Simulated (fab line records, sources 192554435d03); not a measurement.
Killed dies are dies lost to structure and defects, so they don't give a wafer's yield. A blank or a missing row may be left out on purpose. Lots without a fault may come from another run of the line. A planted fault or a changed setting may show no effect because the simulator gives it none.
Chamber matching | flow n5_finfet | N5_SD_EPI_P_ETCH_47 on rie_diel-06: 4 sister chambers
The step etches SiOCN in CH3F/O2, target depth 25 nm. 4 wafers are shown with their chamber, then 8 later ones without.

WAFERS WITH THEIR CHAMBER
wafer  | chamber | showerhead_plenum_p_Torr (Torr)
L079.5 | 0       | 2.00
L084.2 | 1       | 1.89
L084.3 | 3       | 1.97
L086.4 | 2       | 2.03

WAFERS WITHOUT THEIR CHAMBER
wafer  | showerhead_plenum_p_Torr (Torr)
L086.5 | 1.89
L086.6 | 1.97
L092.2 | 1.97
L092.5 | 1.89
L092.6 | 2.02
L093.1 | 2.02
L093.3 | 1.99
L093.6 | 2.02

WHICH CHAMBER EACH WENT THROUGH
wafer  | from the rows above     | in truth
L086.5 | 1                       | 1
L086.6 | 3                       | 3
L092.2 | 3                       | 3
L092.5 | 1                       | 1
L092.6 | can't be placed: 2 or 0 | 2
L093.1 | can't be placed: 2 or 0 | 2
L093.3 | can't be placed: 0 or 3 | 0
L093.6 | can't be placed: 2 or 0 | 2
Placed correctly: 4 of 8. Can't be placed from these rows: 4 (the true chamber is among the candidates in 4). Placed wrongly: 0.
How it was worked out, from the rows above alone: a wafer's distance from a chamber is the root of the sum, over the readings, of the square of ((its reading less the chamber's mean) divided by the reading's scatter). The wafer belongs to the nearest chamber; if the next one is less than 2 further off, it can't be placed. A chamber's mean is the mean of its shown wafers. The scatter: with one shown wafer a chamber, the root of the mean of the squares of how far each hidden wafer lies from its nearest shown one.
